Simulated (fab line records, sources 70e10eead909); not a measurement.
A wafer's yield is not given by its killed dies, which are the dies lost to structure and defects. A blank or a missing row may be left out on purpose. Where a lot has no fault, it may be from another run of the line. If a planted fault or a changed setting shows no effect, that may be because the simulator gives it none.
Matching of chambers	flow nandHarc	NHARC_A_CONTACT_DEP_85 on pecvd-01: 3 sister chambers
The step deposits SiON, target thk 60 nm. 6 wafers are shown with their chamber, then 8 later ones without.

## EACH WAFER AND ITS CHAMBER
wafer	chamber	heaterPowerW (W)
L078.4	2	741
L082.4	0	693
L083.2	0	758
L083.4	1	764
L083.5	2	831
L084.2	1	774

## WAFERS WITHOUT THEIR CHAMBER
wafer	heaterPowerW (W)
L084.3	823
L084.4	820
L087.2	728
L087.4	731
L087.6	740
L094.2	759
L094.5	829
L094.6	773

## CHAMBER TAKEN BY EACH
wafer	from the rows above	in truth
L084.3	can't be placed: 2 or 1 or 0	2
L084.4	can't be placed: 2 or 1 or 0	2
L087.2	can't be placed: 0 or 1 or 2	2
L087.4	can't be placed: 0 or 1 or 2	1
L087.6	can't be placed: 0 or 1 or 2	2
L094.2	can't be placed: 1 or 2 or 0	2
L094.5	can't be placed: 2 or 1 or 0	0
L094.6	can't be placed: 1 or 2 or 0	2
Correct placement for 0 of the 8. Unplaceable from these rows: 8, with the true chamber sitting among the candidates in 8. Wrongly placed: 0.
How it was worked out, from the rows above alone: a wafer's distance from a chamber is the root of the sum, over the readings, of the square of ((its reading less the chamber's mean) divided by the reading's scatter). If the next closest chamber is less than 2 further off than the closest, the wafer can't be placed; otherwise it belongs to the closest. For every chamber, the mean is computed from those of its wafers that are shown. How the scatter is found: for the shown wafers, subtract from each reading the mean of its chamber, square and add these, divide the total by (wafers less chambers), then take the root.
